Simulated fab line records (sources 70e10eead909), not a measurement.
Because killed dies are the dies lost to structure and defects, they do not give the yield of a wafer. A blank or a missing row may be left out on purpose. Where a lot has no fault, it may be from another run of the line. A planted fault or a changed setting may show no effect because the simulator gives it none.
fab line records ; flow nandHarc
record: lots: 11; wafers: 33; lastDay: 34
route steps=1302 shown P_GATE@156 END@1302
lots with no fault: from the same line, run without faults
startH: start of the lot's first displayed wafer, in hours after the record's first day ; waitH: hours elapsed since this lot's preceding step ; " same as the row above ; L1.1+2: a row that stands for several wafers ; - value missing, or start not given ; * or withheld: withheld ; < > ~ a bound
route shown NAME@n: NAME is a module with steps in the file, n the number in the route of the first one ; usual: the fault-free wafers' mean and standard deviation ; same: alike in all rows ; chamber/n: place in a boat ; sites: readings site by site ; _std_site: how widely they spread, as a standard deviation ; _edge_site: mean of outer sites minus mean of inner sites ; radiusMm: for every site, how far away it sits from the centre of the wafer ; mask NAME#n: copy n ; behind: tool/chamber where the wafer was last shaped ; hold: why the lot went on hold/how many hours it stayed there/how the hold came to an end ; device: the n, p or np transistor that did not switch ; end of line: the route-end tests of the same wafers ; a step with no rows: only its recipe ; killed: the dies lost at the first sort to structure and to defects; this is not the yield of the wafer ; map: a wafer's dies, marking killed ones x, the rest . and places with no die _
set.NAME: the setting as run; set.NAME@STEP: as run at that earlier step ; model.NAME: the simulator's own value behind a step, which no gauge read
a sample of lots followed through the steps of the route, with each step as a table and each wafer as a row
services: a tool's chamber out of use, with start hour (startH, from the record's first day; less than 0 if before it), hours out, and reason
== steps ==
step: NHARC_P_GATE_ETCHBACK_37
recipe: targetDepthA: 345; timeS: 17.2; chf3FlowSccm: 50; o2FlowSccm: 10; arFlowSccm: 200; rfW: 500; biasW: 200; chemistry: CHF3/O2
usual: drypumpMotorCurrentA: 5.7/0.42; oesProductAu: 0.95/0.033; rfVppV: 371.5/2.1; showerheadPlenumPTorr: 2.45/0.087; throttleValvePct: 20.572/0.0084
lot.wafer;tool;chamber;startH;waitH;drypumpMotorCurrentA;oesProductAu;rfHoursCounterH;rfVppV;showerheadPlenumPTorr;throttleValvePct
L920.1;rieDiel-13;0;-;-;6.1;0.92;8;370.6;2.43;20.581
L920.5;rieDiel-13;1;-;-;5.4;0.94;-;373.3;2.57;20.556
L920.6;rieDiel-13;2;-;-;5.1;0.95;-;372.9;2.50;20.583
L919.1;rieDiel-07;3;-;-;5.8;0.93;0;374.8;2.52;20.561
L919.4;rieDiel-07;0;-;-;6.3;0.95;0;366.4;2.28;20.568
L919.5;rieDiel-07;3;-;-;5.8;0.95;-;372.9;2.52;20.557
L922.2;rieDiel-13;3;-;-;5.9;0.93;7;373.6;2.50;20.577
L922.1;rieDiel-13;1;-;-;5.4;0.94;10;374.5;2.57;20.569
L922.6;rieDiel-13;2;-;-;5.0;0.95;-;371.9;2.50;20.567
L923.3;rieDiel-10;0;-;-;5.5;1.00;6;372.7;2.44;20.575
L923.5;rieDiel-10;1;-;-;6.0;1.00;-;369.3;2.33;20.570
L923.6;rieDiel-10;2;-;-;6.1;1.00;-;373.6;2.55;20.569
L924.3;rieDiel-07;0;-;-;6.3;0.91;4;367.0;2.28;20.562
L924.4;rieDiel-07;2;-;-;5.0;0.91;3;370.3;2.41;20.571
L924.5;rieDiel-07;3;-;-;5.8;0.92;-;373.5;2.52;20.557
L933.4;rieDiel-10;1;-;-;6.1;0.99;1;370.3;2.33;20.569
L933.2;rieDiel-10;3;-;-;5.6;0.99;1;372.3;2.47;20.570
L933.6;rieDiel-10;1;-;-;6.0;0.99;-;368.2;2.33;20.562
L934.1;rieDiel-10;0;-;-;5.5;0.99;1;371.0;2.44;20.571
L934.2;rieDiel-10;2;-;-;6.1;0.98;1;373.3;2.55;20.573
L934.4;rieDiel-10;3;-;-;5.6;0.99;1;371.5;2.47;20.569
L937.2;rieDiel-13;2;-;-;5.1;0.92;9;373.1;2.50;20.585
L937.4;rieDiel-13;3;-;-;5.9;0.92;8;373.3;2.50;20.568
L937.3;rieDiel-13;0;-;-;6.1;0.92;8;370.5;2.42;20.562
L936.2;rieDiel-10;0;-;-;5.5;0.92;2;370.6;2.43;20.579
L936.3;rieDiel-10;1;-;-;6.0;0.92;2;370.2;2.33;20.582
L936.5;rieDiel-10;1;-;-;6.0;0.92;-;369.0;2.33;20.579
L938.2;rieDiel-13;0;-;-;6.1;0.94;8;370.6;2.42;20.567
L938.1;rieDiel-13;1;-;-;5.5;0.93;8;374.6;2.57;20.577
L938.3;rieDiel-13;2;-;-;5.1;0.94;9;372.6;2.50;20.558
L940.2;rieDiel-13;2;-;-;5.1;1.01;12;371.2;2.50;20.567
L940.4;rieDiel-13;3;-;-;5.8;1.00;12;373.6;2.49;20.571
L940.6;rieDiel-13;0;-;-;6.1;0.99;-;371.0;2.42;20.573
step: NHARC_P_GATE_STRIP_101
recipe: timeS: 20; o2FlowSccm: 500; arFlowSccm: 0; biasW: 0; chemistry: O2
usual: drypumpMotorCurrentA: 5.7/0.41; oesProductAu: 0.998/0.0077; rfVppV: 57.9/0.86; showerheadPlenumPTorr: 3.60/0.12; throttleValvePct: 17.037/0.0095
lot.wafer;tool;chamber;startH;waitH;drypumpMotorCurrentA;oesProductAu;rfHoursCounterH;rfVppV;showerheadPlenumPTorr;throttleValvePct
L920.1;rieDiel-13;3;137.47;0.1;5.8;0.999;6;59.3;3.67;17.026
L920.5;rieDiel-13;1;137.47;0.1;5.5;0.996;-;57.5;3.77;17.034
L920.6;rieDiel-13;2;137.47;0.1;5.1;1.011;-;57.6;3.67;17.027
L919.4;rieDiel-07;3;139.27;0.1;5.8;0.996;0;58.1;3.69;17.037
L919.1;rieDiel-07;0;139.27;0.1;6.4;0.994;0;58.2;3.36;17.052
L919.5;rieDiel-07;3;139.27;0.1;5.8;0.996;-;57.2;3.69;17.033
L922.1;rieDiel-13;2;162.43;0.1;5.1;1.013;10;57.6;3.67;17.043
L922.2;rieDiel-13;3;162.43;0.1;5.8;0.997;7;58.9;3.67;17.036
L922.6;rieDiel-13;0;162.43;0.1;6.2;1.007;-;59.3;3.56;17.035
L923.3;rieDiel-10;2;167.65;0.1;6.2;1.000;4;58.7;3.74;17.041
L923.6;rieDiel-10;1;167.65;0.1;6.1;1.006;-;58.1;3.43;17.053
L923.5;rieDiel-10;2;167.65;0.1;6.2;0.998;-;57.7;3.74;17.036
L924.3;rieDiel-07;1;172.48;0.1;6.1;1.007;3;57.4;3.45;17.034
L924.4;rieDiel-07;2;172.48;0.1;5.0;0.996;3;58.8;3.54;17.036
L924.5;rieDiel-07;3;172.48;0.1;5.8;1.003;-;57.5;3.69;17.056
L933.4;rieDiel-10;0;269.24;0.1;5.5;0.990;1;57.4;3.58;17.030
L933.2;rieDiel-10;2;269.24;0.1;6.1;0.991;1;58.3;3.74;17.055
L933.6;rieDiel-10;0;269.24;0.1;5.5;0.997;-;59.2;3.58;17.029
L934.2;rieDiel-10;3;280.01;0.1;5.6;0.984;1;59.1;3.63;17.045
L934.1;rieDiel-10;1;280.01;0.1;6.1;1.000;1;57.9;3.42;17.031
L934.4;rieDiel-10;2;280.01;0.1;6.1;0.985;1;58.3;3.74;17.032
L937.2;rieDiel-13;2;301.23;0.1;5.1;0.999;9;57.4;3.67;17.022
L937.3;rieDiel-13;3;301.23;0.1;5.8;1.009;8;58.3;3.66;17.028
L937.4;rieDiel-13;0;301.23;0.1;6.2;1.005;8;56.8;3.56;17.036
L936.3;rieDiel-10;0;301.51;0.1;5.5;0.988;2;59.2;3.58;17.027
L936.2;rieDiel-10;1;301.51;0.1;6.1;1.008;2;59.1;3.42;17.035
L936.5;rieDiel-10;0;301.51;0.1;5.5;0.989;-;57.2;3.58;17.037
L938.1;rieDiel-13;1;313.40;0.1;5.5;0.996;8;57.2;3.77;17.041
L938.2;rieDiel-13;2;313.40;0.1;5.1;1.002;9;56.8;3.67;17.042
L938.3;rieDiel-13;3;313.40;0.1;5.8;1.008;8;57.5;3.66;17.038
L940.2;rieDiel-13;0;340.24;0.1;6.2;1.005;11;57.5;3.56;17.023
L940.4;rieDiel-13;2;340.24;0.1;5.1;1.006;12;56.7;3.67;17.035
L940.6;rieDiel-13;1;340.24;0.1;5.5;0.987;-;57.0;3.77;17.026
step: NHARC_P_GATE_EXPOSE_43
recipe: na: 0.6; targetCdNm: 720; doseMj: 14.81; maskId: P_NSD
lot.wafer;tool;chamber;startH;waitH;mask
L920.1+5+6;krfScanner-02;0;138.10;-;P_NSD#0
L919.1+4+5;krfScanner-04;0;140.03;-;P_NSD#0
L922.1+2+6;krfScanner-03;0;163.06;-;P_NSD#0
L923.3+5+6;krfScanner-04;0;168.43;-;P_NSD_R1#0
L924.3+4+5;krfScanner-04;0;173.20;-;P_NSD#0
L933.2+4+6;krfScanner-04;0;270.02;-;P_NSD#0
L934.1+2+4;krfScanner-04;0;280.65;-;P_NSD#0
L937.2+3+4;krfScanner-03;0;302.00;-;P_NSD#0
L936.2+3+5;krfScanner-02;0;302.28;-;P_NSD#0
L938.1+2+3;krfScanner-04;0;314.15;-;P_NSD#0
L940.2+4+6;krfScanner-02;0;341.01;-;P_NSD#0
step: NHARC_P_GATE_CD_MEAS_46
recipe: targetCdNm: 720; landingEnergyEv: 500
usual: cdNm: 720.2/1.5
lot.wafer;tool;chamber;startH;waitH;cdNm
L920.1;cdSem-01;0;138.27;-;718.0
L920.5;cdSem-01;0;138.27;-;717.1
L920.6;cdSem-01;0;138.27;-;716.2
L919.1;cdSem-03;0;140.19;-;719.8
L919.4;cdSem-03;0;140.19;-;720.0
L919.5;cdSem-03;0;140.19;-;718.4
L922.1;cdSem-02;0;163.22;-;722.5
L922.2;cdSem-02;0;163.22;-;719.5
L922.6;cdSem-02;0;163.22;-;720.2
L923.3;cdSem-03;0;168.58;-;714.0
L923.5;cdSem-03;0;168.58;-;713.9
L923.6;cdSem-03;0;168.58;-;712.5
L924.3;cdSem-03;0;173.35;-;718.0
L924.4;cdSem-03;0;173.35;-;718.4
L924.5;cdSem-03;0;173.35;-;718.6
L933.2;cdSem-03;0;270.17;-;720.8
L933.4;cdSem-03;0;270.17;-;720.7
L933.6;cdSem-03;0;270.17;-;721.2
L934.1;cdSem-03;0;280.81;-;722.4
L934.2;cdSem-03;0;280.81;-;720.5
L934.4;cdSem-03;0;280.81;-;720.8
L937.2;cdSem-03;0;302.15;-;720.8
L937.3;cdSem-03;0;302.15;-;722.5
L937.4;cdSem-03;0;302.15;-;722.5
L936.2;cdSem-03;0;302.44;-;718.9
L936.3;cdSem-03;0;302.44;-;720.1
L936.5;cdSem-03;0;302.44;-;720.2
L938.1;cdSem-02;0;314.31;-;720.5
L938.2;cdSem-02;0;314.31;-;719.4
L938.3;cdSem-02;0;314.31;-;721.6
L940.2;cdSem-01;0;341.16;-;715.9
L940.4;cdSem-01;0;341.16;-;718.4
L940.6;cdSem-01;0;341.16;-;718.5
step: NHARC_P_GATE_DESCUM_48
recipe: timeS: 3; o2FlowSccm: 200; arFlowSccm: 0; biasPowerW: 0; chemistry: O2
usual: drypumpMotorCurrentA: 5.7/0.43; oesProductAu: 0.997/0.0072; rfVppV: 57.8/0.89; showerheadPlenumPTorr: 1.94/0.071; throttleValvePct: 11.311/0.009
lot.wafer;tool;chamber;startH;waitH;drypumpMotorCurrentA;oesProductAu;rfHoursCounterH;rfVppV;showerheadPlenumPTorr;throttleValvePct
L920.1;rieDiel-07;0;138.46;-;6.3;0.991;0;56.2;1.82;11.305
L920.6;rieDiel-07;2;138.46;-;5.0;0.994;-;57.7;1.92;11.314
L920.5;rieDiel-07;3;138.46;-;5.8;0.997;-;58.4;2.01;11.314
L919.1;rieDiel-07;1;140.37;-;6.1;0.998;0;58.3;1.87;11.302
L919.4;rieDiel-07;2;140.37;-;5.0;1.016;0;56.8;1.92;11.324
L919.5;rieDiel-07;0;140.37;-;6.3;0.994;-;56.3;1.82;11.305
L922.2;rieDiel-07;1;163.38;-;6.1;0.997;2;57.7;1.87;11.318
L922.1;rieDiel-07;3;163.38;-;5.8;1.008;2;59.0;2.01;11.301
L922.6;rieDiel-07;1;163.38;-;6.1;0.992;-;57.6;1.87;11.322
L923.3;rieDiel-07;0;168.77;-;6.3;0.997;3;57.2;1.82;11.321
L923.6;rieDiel-07;1;168.77;-;6.1;0.993;-;58.9;1.87;11.316
L923.5;rieDiel-07;2;168.77;-;5.0;0.991;-;57.9;1.92;11.324
L924.4;rieDiel-07;0;173.52;-;6.4;0.994;4;57.2;1.81;11.321
L924.3;rieDiel-07;2;173.52;-;5.0;0.998;3;57.0;1.92;11.322
L924.5;rieDiel-07;3;173.52;-;5.8;0.998;-;57.7;2.01;11.322
L933.4;rieDiel-10;1;270.35;-;6.1;0.996;1;57.3;1.85;11.317
L933.2;rieDiel-10;2;270.35;-;6.1;0.998;1;59.5;2.04;11.305
L933.6;rieDiel-10;0;270.35;-;5.5;0.998;-;56.8;1.94;11.315
L934.4;rieDiel-07;1;280.98;-;6.1;0.980;7;56.5;1.87;11.296
L934.2;rieDiel-07;2;280.98;-;5.0;0.991;8;59.5;1.92;11.304
L934.1;rieDiel-07;3;280.98;-;5.8;1.001;9;58.6;2.01;11.300
L937.2;rieDiel-13;1;302.31;-;5.4;0.992;8;59.4;2.05;11.301
L937.3;rieDiel-13;2;302.31;-;5.1;1.008;9;56.3;1.99;11.309
L937.4;rieDiel-13;3;302.31;-;5.9;1.011;8;58.9;1.99;11.288
L936.3;rieDiel-13;0;302.62;-;6.1;0.978;8;57.6;1.93;11.313
L936.2;rieDiel-13;1;302.62;-;5.5;0.997;8;58.8;2.05;11.322
L936.5;rieDiel-13;3;302.62;-;5.8;0.992;-;56.8;1.99;11.314
L938.2;rieDiel-07;0;314.47;-;6.3;0.991;1;57.5;1.81;11.314
L938.1;rieDiel-07;1;314.47;-;6.1;0.986;1;57.3;1.87;11.304
L938.3;rieDiel-07;3;314.47;-;5.8;0.999;0;58.1;2.01;11.309
L940.4;rieDiel-13;0;341.35;-;6.1;0.995;11;58.2;1.93;11.315
L940.2;rieDiel-13;1;341.35;-;5.5;1.000;10;59.3;2.05;11.312
L940.6;rieDiel-13;3;341.35;-;5.9;1.000;-;57.7;1.99;11.303
step: NHARC_END_SORT_01
recipe: tempC: 25
usual: killedAtArray: 54/23; killedAtOther: 1.2/1.5; killedAtPeriphery: 3.9/2.5; killedDies: 59/23; killedOpen: 3.2/1.7; killedShort: 2.4/1.6
same: grossDies: 677
lot.wafer;tool;chamber;startH;waitH;killedAtArray;killedAtOther;killedAtPeriphery;killedDies;killedOpen;killedShort
L920.1;prober-01;0;587.91;2.5;19;1;6;26;6;8
L920.5;prober-01;0;591.10;3.7;15;1;0;16;0;3
L920.6;prober-01;0;591.90;4.0;23;1;3;27;3;3
L923.3;prober-02;0;632.51;3.1;25;2;2;29;3;1
L923.5;prober-02;0;634.11;3.7;19;5;3;27;2;0
L923.6;prober-02;0;634.91;4.0;24;1;1;26;3;2
L938.1;prober-01;0;771.00;2.5;53;2;3;58;3;4
L938.2;prober-01;0;771.80;2.8;54;0;3;57;2;4
L938.3;prober-01;0;772.60;3.1;42;0;6;48;6;3
L937.2;prober-02;0;771.84;2.8;58;0;5;63;4;1
L937.3;prober-02;0;772.64;3.1;43;1;3;47;1;2
L937.4;prober-02;0;773.44;3.4;41;0;3;44;3;1
L940.2;prober-02;0;807.05;2.8;66;0;0;66;1;3
L940.4;prober-02;0;808.66;3.4;52;1;0;53;1;2
L940.6;prober-02;0;810.27;4.0;63;0;3;66;2;0
killed by level:class
L920.1 A_CHANNEL_HOLE_D2:chamberFilmFlake=4 A_STAIRCASE:chamberFilmFlake=3 P_CONTACT:geometricParticle:open=2 P_STI:geometricParticle:open=1 P_CONTACT:geometricParticle:short=1 P_M0:geometricParticle:short=1 A_ONON_D1:geometricParticle:short=1 A_DECK1_JOINT:geometricParticle:short=1
L920.5 A_STAIRCASE:chamberFilmFlake=5 A_CHANNEL_HOLE_D2:chamberFilmFlake=3 A_CONTACT:chamberFilmFlake=3 A_CHANNEL_HOLE_D1:geometricParticle:short=1 A_DECK1_JOINT:geometricParticle:short=1 A_WL_FILL:geometricParticle:short=1 A_CHANNEL_FILL_D2:chamberFilmFlake=1 THIN_TSV:chamberFilmFlake=1
L920.6 A_STAIRCASE:chamberFilmFlake=9 A_CHANNEL_HOLE_D2:chamberFilmFlake=5 A_CONTACT:chamberFilmFlake=3 P_M0:geometricParticle:short=1 P_M1:geometricParticle:open=1 A_CHANNEL_FILL_D2:geometricParticle:short=1 A_CHANNEL_FILL_D2:geometricParticle:open=1 A_SGD_CUT:geometricParticle:open=1
L923.3 A_CHANNEL_HOLE_D2:chamberFilmFlake=9 A_CONTACT:chamberFilmFlake=5 A_SLIT:chamberFilmFlake=2 A_WL_FILL:chamberFilmFlake=2 A_BONDPAD:chamberFilmFlake=2 THIN_TSV:chamberFilmFlake=2 P_CONTACT:geometricParticle:open=1 A_CHANNEL_FILL_D1:geometricParticle:short=1
L923.5 A_CHANNEL_HOLE_D2:chamberFilmFlake=8 THIN_TSV:chamberFilmFlake=5 A_CONTACT:chamberFilmFlake=3 P_ZERO_WELL:chamberFilmFlake=2 A_CHANNEL_FILL_D1:geometricParticle:open=1 A_M0:geometricParticle:open=1 P_STI:chamberFilmFlake=1 A_CHANNEL_HOLE_D1:chamberFilmFlake=1
L923.6 A_CHANNEL_HOLE_D2:chamberFilmFlake=9 A_CHANNEL_HOLE_D1:chamberFilmFlake=6 A_DECK1_JOINT:chamberFilmFlake=2 A_CONTACT:chamberFilmFlake=2 P_M2:geometricParticle:open=1 A_DECK1_JOINT:geometricParticle:open=1 A_STAIRCASE:geometricParticle:short=1 A_WL_FILL:geometricParticle:short=1
L938.1 A_CHANNEL_HOLE_D2:chamberFilmFlake=27 A_CHANNEL_HOLE_D1:chamberFilmFlake=9 A_CONTACT:chamberFilmFlake=6 A_SLIT:chamberFilmFlake=5 A_WL_FILL:geometricParticle:short=2 P_M0:geometricParticle:short=1 P_M1:geometricParticle:open=1 A_DECK1_JOINT:geometricParticle:open=1
L938.2 A_CHANNEL_HOLE_D2:chamberFilmFlake=20 A_CHANNEL_HOLE_D1:chamberFilmFlake=11 A_SLIT:chamberFilmFlake=9 A_CONTACT:chamberFilmFlake=7 A_CHANNEL_FILL_D2:geometricParticle:short=2 P_GATE:geometricParticle:open=1 A_SOURCE_PLATE:geometricParticle:short=1 A_SOURCE_PLATE:geometricParticle:open=1
L937.2 A_CHANNEL_HOLE_D2:chamberFilmFlake=21 A_SLIT:chamberFilmFlake=12 A_CONTACT:chamberFilmFlake=8 A_CHANNEL_HOLE_D1:chamberFilmFlake=7 A_ONON_D1:geometricParticle:open=2 P_GATE:chamberFilmFlake=2 A_CHANNEL_FILL_D1:chamberFilmFlake=2 A_STAIRCASE:chamberFilmFlake=2
L938.3 A_CHANNEL_HOLE_D2:chamberFilmFlake=17 A_SLIT:chamberFilmFlake=9 A_CHANNEL_HOLE_D1:chamberFilmFlake=6 P_M1:chamberFilmFlake=3 A_CHANNEL_FILL_D2:chamberFilmFlake=2 P_CONTACT:geometricParticle:open=1 P_CONTACT:geometricParticle:short=1 A_ONON_D1:geometricParticle:short=1
L937.3 A_CHANNEL_HOLE_D2:chamberFilmFlake=17 A_SLIT:chamberFilmFlake=8 A_CHANNEL_HOLE_D1:chamberFilmFlake=5 A_SGD_CUT:chamberFilmFlake=5 A_CONTACT:chamberFilmFlake=3 A_CHANNEL_FILL_D2:geometricParticle:short=2 P_GATE:chamberFilmFlake=2 A_CHANNEL_FILL_D2:geometricParticle:open=1
L937.4 A_CHANNEL_HOLE_D2:chamberFilmFlake=21 A_CHANNEL_HOLE_D1:chamberFilmFlake=6 A_SGD_CUT:chamberFilmFlake=4 A_CONTACT:chamberFilmFlake=4 P_M1:chamberFilmFlake=2 A_SLIT:chamberFilmFlake=2 A_CHANNEL_HOLE_D1:geometricParticle:short=1 A_ONON_D2:geometricParticle:open=1
L940.2 A_CHANNEL_HOLE_D2:chamberFilmFlake=31 A_SLIT:chamberFilmFlake=12 A_CONTACT:chamberFilmFlake=8 A_CHANNEL_FILL_D2:chamberFilmFlake=2 A_STAIRCASE:chamberFilmFlake=2 A_SGD_CUT:chamberFilmFlake=2 A_M1:chamberFilmFlake=2 A_DECK1_JOINT:geometricParticle:short=1
L940.4 A_CHANNEL_HOLE_D2:chamberFilmFlake=22 A_SLIT:chamberFilmFlake=9 A_CONTACT:chamberFilmFlake=8 A_SGD_CUT:chamberFilmFlake=3 A_BONDPAD:chamberFilmFlake=3 A_CHANNEL_FILL_D1:chamberFilmFlake=2 A_CHANNEL_FILL_D2:geometricParticle:short=1 A_WL_FILL:geometricParticle:short=1
L940.6 A_CHANNEL_HOLE_D2:chamberFilmFlake=28 A_SLIT:chamberFilmFlake=11 A_CONTACT:chamberFilmFlake=11 A_BONDPAD:chamberFilmFlake=5 A_WL_FILL:chamberFilmFlake=3 P_GATE:chamberFilmFlake=2 A_SGD_CUT:chamberFilmFlake=2 P_CONTACT:geometricParticle:open=1
== services ==
tool;chamber;startH;hours;kind
rieDiel-13;3;114.74;10.1;repair
rieDiel-07;-;117.20;9.0;pm
rieDiel-13;0;119.55;-;clean
rieDiel-13;1;119.55;-;clean
rieDiel-13;2;119.55;-;clean
rieDiel-10;2;132.29;2.6;repair
rieDiel-13;0;144.05;-;clean
rieDiel-13;1;144.05;-;clean
rieDiel-13;2;144.05;-;clean
krfScanner-04;-;161.83;2.0;repair
rieDiel-13;-;165.05;9.0;pm
krfScanner-04;-;182.00;4.0;pm
krfScanner-03;-;184.27;35.9;repair
rieDiel-13;1;211.78;4.5;repair
krfScanner-03;-;224.00;4.0;pm
rieDiel-13;-;224.48;1.4;repair
rieDiel-07;1;241.12;4.1;repair
rieDiel-10;-;242.50;9.0;pm
rieDiel-10;-;261.09;1.0;repair
krfScanner-02;-;266.00;4.0;pm
krfScanner-03;-;269.46;1.4;repair
rieDiel-07;-;271.60;0.8;repair
rieDiel-07;-;294.20;9.0;pm
krfScanner-03;-;335.96;1.5;repair
== key ==
firstSign: step: NHARC_P_GATE_EXPOSE_43; reading: mask; direction: changed
effect: step: NHARC_P_GATE_CD_MEAS_46; reading: cdNm; direction: down; sigmas: 4.4; usual: 720.2; struck: 713.4
metAt NHARC_P_GATE_EXPOSE_43
struckLots L923
testerLeftOut L923
notActingAt NHARC_P_GATE_ETCHBACK_37,NHARC_P_GATE_STRIP_101,NHARC_P_GATE_DESCUM_48
onsetBetween 140.03 168.43
fault: kind: wrongMask; tool: any; chamber: -; onsetH: 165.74; steps: NHARC_P_GATE_EXPOSE_43; auxCopy: P_NSD_R1#0; cdOffsetNm: -6.4841; scope: struckLotsOnly
testerLeftOut: of these lots the tester's yield and bins aren't shown, on N5 and GAA mostly nor the transistor test; their killed dies are dies lost to structure and defects alone, not to doping, threshold or leakage, so they don't give the yield
